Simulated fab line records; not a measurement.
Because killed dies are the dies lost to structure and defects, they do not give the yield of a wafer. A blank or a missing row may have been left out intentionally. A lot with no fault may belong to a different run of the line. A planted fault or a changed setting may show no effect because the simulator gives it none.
fab line records -- flow nand-harc
record: lots: 12, wafers: 35, last-day: 25
route steps=1159 shown A_BLC@989 A_M0@1006 END@1159
lots that met no fault: taken from a fault-free run of the same line
start-h: hours from the record's first day to the start of the lot's first wafer shown -- wait-h: time in hours since the lot's previous step -- " the same as in the row above -- L1.1+2: a single row standing in for several wafers -- - either no value or no given start -- * or withheld: withheld -- < > ~ a bound
route shown NAME@n: NAME is a module with steps in the file, n the number in the route of the first one -- usual: average and standard deviation across the fault-free wafers -- same: alike in all rows -- chamber/n: place in a boat -- sites: readings site by site -- _std_site: the values' standard deviation -- _edge_site: the outer-site mean with the inner-site mean subtracted -- radius-mm: for every site, how far away it sits from the centre of the wafer -- mask NAME#n: copy n -- behind: the tool/chamber that last shaped the wafer -- hold: reason for holding the lot/hours on hold/outcome of the hold -- device: transistor that didn't switch, given as n, p or np -- end of line: at the end of the route, the tests of the same wafers -- a step with no rows: only its recipe -- killed: dies that structure and defects cost at the first sort, which is not the same as the wafer's yield -- map: dies across one wafer; x = killed, . = not, _ = none there
set.NAME: the setting that was run; set.NAME@STEP: the one run at that earlier step -- model.NAME: the simulator's own value behind a step, which no gauge read
the route's steps for a sample of lots (tables are steps, rows are wafers)
services: when a tool's chamber went out of use (start-h, in hours from the record's first day, below 0 if earlier), for how many hours, and the reason
== steps ==
step: NHARC_A_BLC_CVD_24
recipe: target-thk-a: 1500, temp-c: 300, pressure-torr: 40, wf6-flow-sccm: 40, h2-flow-sccm: 1600, ar-flow-sccm: 1560, time-s: 434, material: W
usual: heater-power-w: 519/17, throttle-valve-pct: 7.91/0.17
same: time-s: 434
lot.wafer,tool,chamber,start-h,wait-h,heater-power-w,throttle-valve-pct
L942.4,cvd-w-02,0,-,-,518,7.57
L942.5,cvd-w-02,0,-,-,529,7.89
L942.6,cvd-w-02,1,-,-,513,7.73
L943.1,cvd-w-02,1,-,-,530,7.98
L943.4,cvd-w-02,0,-,-,510,8.12
L943.6,cvd-w-02,1,-,-,526,7.91
L944.3,cvd-w-02,0,-,-,529,7.73
L944.5,cvd-w-02,0,-,-,524,7.70
L944.6,cvd-w-02,1,-,-,530,7.81
L948.1,cvd-w-02,0,-,-,523,7.77
L948.4,cvd-w-02,1,-,-,527,7.94
L948.5,cvd-w-02,1,-,-,529,7.97
L952.2,cvd-w-02,1,-,-,527,7.75
L952.1,cvd-w-02,0,-,-,532,7.86
L952.3,cvd-w-02,1,-,-,529,8.25
L953.2,cvd-w-02,1,-,-,523,8.04
L953.1,cvd-w-02,0,-,-,522,7.85
L953.6,cvd-w-02,1,-,-,524,8.01
L950.2,cvd-w-01,1,-,-,535,7.85
L950.3,cvd-w-01,0,-,-,502,7.77
L950.5,cvd-w-01,0,-,-,488,8.16
L955.3,cvd-w-02,0,-,-,521,8.25
L955.5,cvd-w-02,0,-,-,512,7.63
L956.1,cvd-w-02,0,-,-,530,7.90
L956.4,cvd-w-02,1,-,-,522,8.05
L956.5,cvd-w-02,0,-,-,523,7.93
L961.2,cvd-w-02,1,-,-,517,7.98
L961.3,cvd-w-02,1,-,-,515,8.04
L961.5,cvd-w-02,0,-,-,516,7.98
L964.1,cvd-w-02,0,-,-,531,7.84
L964.6,cvd-w-02,0,-,-,529,7.81
L964.5,cvd-w-02,1,-,-,532,7.70
L963.3,cvd-w-01,0,-,-,493,7.96
L963.6,cvd-w-01,1,-,-,537,7.82
L963.5,cvd-w-01,0,-,-,502,8.07
step: NHARC_A_M0_INSPECT_11
usual: raw-defect-count: 33/14
lot.wafer,tool,chamber,start-h,wait-h,raw-defect-count
L942.4,defect-inspect-02,-,405.82,0.0,11
L942.5,defect-inspect-02,-,405.82,0.0,18
L942.6,defect-inspect-02,-,405.82,0.0,10
L943.1,defect-inspect-02,-,409.73,0.0,40
L943.4,defect-inspect-02,-,409.73,0.0,30
L943.6,defect-inspect-02,-,409.73,0.0,29
L944.3,defect-inspect-01,-,424.84,0.0,39
L944.5,defect-inspect-01,-,424.84,0.0,22
L944.6,defect-inspect-01,-,424.84,0.0,37
L948.1,defect-inspect-01,-,451.75,0.0,41
L948.4,defect-inspect-01,-,451.75,0.0,39
L948.5,defect-inspect-01,-,451.75,0.0,44
L952.1,defect-inspect-01,-,457.59,0.0,54
L952.2,defect-inspect-01,-,457.59,0.0,47
L952.3,defect-inspect-01,-,457.59,0.0,44
L953.1,defect-inspect-01,-,461.11,0.1,39
L953.2,defect-inspect-01,-,461.11,0.1,36
L953.6,defect-inspect-01,-,461.11,0.1,37
L950.2,defect-inspect-02,-,461.13,0.0,51
L950.3,defect-inspect-02,-,461.13,0.0,56
L950.5,defect-inspect-02,-,461.13,0.0,55
L955.3,defect-inspect-01,-,476.22,0.0,13
L955.5,defect-inspect-01,-,476.22,0.0,8
L956.1,defect-inspect-02,-,495.81,0.0,39
L956.4,defect-inspect-02,-,495.81,0.0,64
L956.5,defect-inspect-02,-,495.81,0.0,62
L961.2,defect-inspect-01,-,509.51,0.0,34
L961.3,defect-inspect-01,-,509.51,0.0,39
L961.5,defect-inspect-01,-,509.51,0.0,26
L964.1,defect-inspect-02,-,534.20,0.0,36
L964.5,defect-inspect-02,-,534.20,0.0,35
L964.6,defect-inspect-02,-,534.20,0.0,42
L963.3,defect-inspect-02,-,549.29,0.0,25
L963.5,defect-inspect-02,-,549.29,0.0,24
L963.6,defect-inspect-02,-,549.29,0.0,18
step: NHARC_A_M0_STRIP_18
recipe: power-w: 1000, n2-flow-sccm: 150, h2-flow-sccm: 150, ar-flow-sccm: 0, bias-w: 0, chemistry: N2/H2
usual: drypump-motor-current-A: 5.6/0.36, h2-flow-sccm: 150.1/0.47, oes-product-au: 0.997/0.013, rf-vpp-V: 90.4/0.98, showerhead-plenum-p-Torr: 2.01/0.089, throttle-valve-pct: 14.172/0.0097
lot.wafer,tool,chamber,start-h,wait-h,drypump-motor-current-A,h2-flow-sccm,oes-product-au,rf-hours-counter-h,rf-vpp-V,showerhead-plenum-p-Torr,throttle-valve-pct
L942.4,rie-diel-11,3,406.33,0.1,5.8,150.7,0.988,2,89.5,1.95,14.168
L942.5,rie-diel-11,0,406.33,0.1,5.6,150.9,0.982,-,92.9,2.09,14.158
L942.6,rie-diel-11,1,406.33,0.1,5.6,149.7,0.982,-,90.4,2.19,14.195
L943.4,rie-diel-06,3,410.19,0.1,5.2,149.6,1.000,13,90.9,2.09,14.180
L943.1,rie-diel-06,1,410.19,0.1,5.7,150.1,1.022,13,89.2,1.92,14.165
L943.6,rie-diel-06,3,410.19,0.1,5.2,150.1,1.008,-,90.2,2.09,14.168
L944.3,rie-diel-11,2,425.32,0.1,6.0,150.1,0.987,4,90.1,1.89,14.156
L944.6,rie-diel-11,1,425.32,0.1,5.6,149.9,0.985,-,91.3,2.19,14.159
L944.5,rie-diel-11,2,425.32,0.1,6.0,149.3,0.985,-,89.5,1.89,14.158
L948.1,rie-diel-07,2,452.21,0.1,6.0,150.8,1.002,2,90.4,1.93,14.181
L948.4,rie-diel-07,0,452.21,0.1,5.2,150.0,0.996,2,90.5,2.14,14.176
L948.5,rie-diel-07,1,452.21,0.1,5.6,150.1,1.010,-,90.5,2.02,14.164
L952.2,rie-diel-06,1,458.07,0.1,5.7,149.8,0.987,2,89.0,1.92,14.167
L952.3,rie-diel-06,2,458.07,0.1,6.1,150.5,0.987,2,89.3,1.95,14.182
L952.1,rie-diel-06,3,458.07,0.1,5.2,150.3,1.017,2,90.1,2.09,14.169
L953.1,rie-diel-07,1,461.60,0.1,5.6,150.3,1.016,2,91.5,2.02,14.158
L953.2,rie-diel-07,2,461.60,0.1,6.0,150.2,0.983,2,89.1,1.93,14.161
L953.6,rie-diel-07,3,461.60,0.1,5.8,149.4,0.998,-,89.8,1.97,14.161
L950.2,rie-diel-11,0,461.62,0.1,5.7,149.9,0.985,4,92.7,2.09,14.153
L950.3,rie-diel-11,1,461.62,0.1,5.6,149.8,0.986,6,91.8,2.19,14.163
L950.5,rie-diel-11,2,461.62,0.1,6.1,149.1,1.001,-,89.7,1.89,14.176
L955.3,rie-diel-11,0,476.68,0.1,5.6,151.1,0.987,5,89.6,2.09,14.173
L955.5,rie-diel-11,0,476.68,0.1,5.6,150.6,0.986,-,90.3,2.09,14.173
L956.1,rie-diel-07,1,496.28,0.1,5.6,149.8,0.999,5,91.8,2.02,14.183
L956.5,rie-diel-07,1,496.28,0.1,5.6,150.7,1.003,-,90.2,2.02,14.175
L956.4,rie-diel-07,3,496.28,0.1,5.9,149.8,1.012,-,90.3,1.97,14.173
L961.3,rie-diel-07,2,509.94,0.1,6.0,149.9,0.977,5,90.2,1.93,14.186
L961.2,rie-diel-07,0,509.94,0.1,5.2,150.6,0.999,6,90.7,2.14,14.152
L961.5,rie-diel-07,2,509.94,0.1,6.0,150.4,0.978,-,88.9,1.93,14.182
L964.1,rie-diel-11,1,534.72,0.2,5.6,150.0,0.984,11,91.4,2.19,14.169
L964.6,rie-diel-11,2,534.72,0.2,6.0,150.5,1.006,-,90.1,1.89,14.179
L964.5,rie-diel-11,1,534.72,0.2,5.6,149.1,1.000,-,92.1,2.19,14.171
L963.3,rie-diel-07,3,550.19,0.1,5.9,150.3,1.011,8,88.9,1.97,14.180
L963.5,rie-diel-07,3,550.19,0.1,5.9,149.9,1.012,-,89.0,1.97,14.174
L963.6,rie-diel-07,0,550.19,0.1,5.2,149.8,0.994,-,90.2,2.14,14.177
step: NHARC_A_M0_CMP_23
recipe: t-overpolish-s: 20, target-thk-nm: 113.75
usual: motor-current-A: 12.6/1.4, time-to-endpoint-s: 27.9/2.9
lot.wafer,tool,chamber,start-h,wait-h,motor-current-A,time-to-endpoint-s
L942.4,cmp-03,0,407.91,-,12.9,23.7
L942.6,cmp-03,3,407.91,-,10.6,22.0
L942.5,cmp-03,0,407.91,-,12.8,23.6
L943.1,cmp-01,2,411.85,-,12.7,31.1
L943.4,cmp-01,3,411.85,-,14.7,31.3
L943.6,cmp-01,1,411.85,-,15.1,29.0
L944.3,cmp-01,3,426.95,-,14.7,30.9
L944.6,cmp-01,2,426.95,-,11.6,30.3
L944.5,cmp-01,3,426.95,-,14.2,33.4
L948.1,cmp-01,3,453.82,-,14.5,31.1
L948.4,cmp-01,0,453.82,-,12.1,26.0
L948.5,cmp-01,0,453.82,-,12.8,25.4
L952.3,cmp-03,2,459.82,-,10.4,31.3
L952.2,cmp-03,3,459.82,-,11.1,26.8
L952.1,cmp-03,0,459.82,-,12.9,28.7
L953.1,cmp-01,2,463.59,-,11.8,30.1
L953.2,cmp-01,0,463.59,-,12.7,27.3
L953.6,cmp-01,2,463.59,-,11.9,28.9
L950.2,cmp-03,1,463.62,-,13.6,21.6
L950.3,cmp-03,2,463.62,-,10.9,30.0
L950.5,cmp-03,2,463.62,-,10.7,27.8
L955.3,cmp-01,2,478.34,-,12.0,35.6
L955.5,cmp-01,0,478.34,-,12.4,29.2
L956.4,cmp-01,2,497.93,-,11.6,27.4
L956.1,cmp-01,1,497.93,-,14.7,14.1
L956.5,cmp-01,2,497.93,-,12.2,27.0
L961.3,cmp-02,2,511.72,-,12.6,31.5
L961.2,cmp-02,3,511.72,-,12.8,27.4
L961.5,cmp-02,3,511.72,-,12.5,29.7
L964.1,cmp-03,0,536.33,-,13.6,26.4
L964.6,cmp-03,0,536.33,-,12.8,27.1
L964.5,cmp-03,1,536.33,-,12.9,25.7
L963.3,cmp-02,3,551.84,-,13.5,27.0
L963.6,cmp-02,3,551.84,-,13.4,29.3
L963.5,cmp-02,0,551.84,-,12.6,27.9
step: NHARC_A_M0_THK_MEAS_24
recipe: thk-meas-gauge: xrf
usual: thk-nm: 113.7/1.6
lot.wafer,tool,chamber,start-h,wait-h,thk-nm
L942.4,film-metro-02,-,408.20,-,112.7
L942.5,film-metro-02,-,408.20,-,113.9
L942.6,film-metro-02,-,408.20,-,112.6
L943.1,film-metro-01,-,412.11,-,114.0
L943.4,film-metro-01,-,412.11,-,114.0
L943.6,film-metro-01,-,412.11,-,113.2
L944.3,film-metro-01,-,427.24,-,115.4
L944.5,film-metro-01,-,427.24,-,114.4
L944.6,film-metro-01,-,427.24,-,115.5
L948.1,film-metro-02,-,454.14,-,112.7
L948.4,film-metro-02,-,454.14,-,112.7
L948.5,film-metro-02,-,454.14,-,115.8
L952.1,film-metro-01,-,460.11,-,113.3
L952.2,film-metro-01,-,460.11,-,113.3
L952.3,film-metro-01,-,460.11,-,113.7
L953.1,film-metro-02,-,463.91,-,115.3
L953.2,film-metro-02,-,463.91,-,112.6
L953.6,film-metro-02,-,463.91,-,115.5
L950.2,film-metro-01,-,463.93,-,114.1
L950.3,film-metro-01,-,463.93,-,115.9
L950.5,film-metro-01,-,463.93,-,112.2
L955.3,film-metro-01,-,478.60,-,116.3
L955.5,film-metro-01,-,478.60,-,115.2
L956.1,film-metro-01,-,498.25,-,104.4
L956.4,film-metro-01,-,498.25,-,114.7
L956.5,film-metro-01,-,498.25,-,114.7
L961.2,film-metro-02,-,512.04,-,113.5
L961.3,film-metro-02,-,512.04,-,112.5
L961.5,film-metro-02,-,512.04,-,113.7
L964.1,film-metro-02,-,536.64,-,111.9
L964.5,film-metro-02,-,536.64,-,112.7
L964.6,film-metro-02,-,536.64,-,113.5
L963.3,film-metro-01,-,552.15,-,114.6
L963.5,film-metro-01,-,552.15,-,114.4
L963.6,film-metro-01,-,552.15,-,113.4
step: NHARC_END_SORT_01
recipe: temp-c: 25
usual: defect-limited-yield: 95.3/1.6, killed-at-array: 27/11, killed-at-other: 0.7/1.1, killed-at-periphery: 3.6/2.4, killed-dies: 32/11, killed-open: 3.3/1.8, killed-short: 2.1/1.5, sort_bin_2_pct: 1.4/0.64, sort_bin_3_pct: 0.29/0.22, sort_bin_4_pct: 3.0/1.1, sort-n-pass: 645/11, sort-rim-yield-pct: 95/3.5, sort-yield-pct: 95.3/1.6
same: gross-dies: 677, sort_bin_5_pct[%]: 0, sort_bin_6_pct[%]: 0, sort_bin_7_pct[%]: 0, sort_bin_8_pct[%]: 0, sort-rim-n-gross: 106.00
lot.wafer,tool,chamber,start-h,wait-h,defect-limited-yield[%],killed-at-array,killed-at-other,killed-at-periphery,killed-dies,killed-open,killed-short,sort_bin_2_pct[%],sort_bin_3_pct[%],sort_bin_4_pct[%],sort-n-pass,sort-rim-yield-pct[%],sort-yield-pct[%]
L950.2,prober-02,0,518.60,2.8,92.9,45,1,2,48,5,0,2.1,0.89,4.1,629,90,92.9
L950.3,prober-02,0,519.39,3.1,93.6,35,2,6,43,1,3,1.8,0.15,4.4,634,96,93.6
L950.5,prober-02,0,520.96,3.6,91.1,58,0,2,60,6,5,3.5,0.30,5.0,617,98,91.1
killed by level:class
L950.2 A_CHANNEL_HOLE_D1:chamber-film-flake=18 A_SLIT:chamber-film-flake=14 A_CONTACT:chamber-film-flake=5 A_SGD_CUT:chamber-film-flake=2 P_CONTACT:geometric-particle:open=1 A_SGD_CUT:geometric-particle:open=1 A_CONTACT:geometric-particle:open=1 A_BLC:geometric-particle:open=1
L950.3 A_CHANNEL_HOLE_D1:chamber-film-flake=14 A_SLIT:chamber-film-flake=13 P_STI:chamber-film-flake=4 A_STAIRCASE:chamber-film-flake=3 A_CONTACT:geometric-particle:short=2 P_ZERO_WELL:chamber-film-flake=2 A_ONON_D1:geometric-particle:short=1 A_CHANNEL_HOLE_D1:geometric-particle:open=1
L950.5 A_SLIT:chamber-film-flake=21 A_CHANNEL_HOLE_D1:chamber-film-flake=20 A_CONTACT:chamber-film-flake=3 A_CHANNEL_HOLE_D1:geometric-particle:open=2 A_CONTACT:geometric-particle:open=2 A_ONON_D1:geometric-particle:short=1 A_ONON_D1:geometric-particle:open=1 A_SGD_CUT:geometric-particle:short=1
== services ==
tool,chamber,start-h,hours,kind
cmp-01,-,385.36,3.8,repair
rie-diel-07,-,405.20,9.0,pm
rie-diel-06,-,418.20,9.0,pm
cmp-03,-,421.20,0.4,repair
cmp-02,-,424.41,4.0,pm
rie-diel-11,0,426.00,19.1,repair
cmp-02,-,429.89,0.8,repair
cmp-03,-,444.97,3.8,repair
rie-diel-06,-,445.41,0.3,repair
cmp-03,-,450.02,4.0,pm
rie-diel-07,-,450.29,0.4,repair
cmp-02,-,455.94,0.7,repair
cmp-01,-,473.93,4.0,pm
cmp-01,-,491.21,1.1,repair
rie-diel-07,2,492.87,3.4,repair
cvd-w-02,0,495.44,10.2,repair
cmp-01,-,504.71,1.7,repair
rie-diel-11,0,533.59,15.8,repair
cvd-w-02,0,539.50,10.3,repair
rie-diel-11,-,543.50,9.0,pm
cvd-w-02,-,545.02,2.6,repair
cmp-03,-,546.42,0.2,repair
cmp-03,-,548.02,4.0,pm
cmp-01,-,548.12,3.0,repair
== key ==
first-sign: step: NHARC_A_M0_CMP_23, reading: time-to-endpoint-s, direction: down, sigmas: 4.7, usual: *, struck: *
effect: step: NHARC_A_M0_THK_MEAS_24, reading: thk-nm, direction: down, sigmas: 5.7, usual: 113.7, struck: 104.4
met-at NHARC_A_M0_CMP_23
struck-lots L956
struck-wafers L956.1
not-acting-at NHARC_A_BLC_CVD_24,NHARC_A_M0_INSPECT_11,NHARC_A_M0_STRIP_18
onset-between 411.85 497.93
fault: kind: process-parameter-drift, tool: cmp-01, chamber: 1, onset-h: 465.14, steps: NHARC_A_M0_CMP_23, channel: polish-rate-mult, offset: 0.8, shape: step, end-h: 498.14
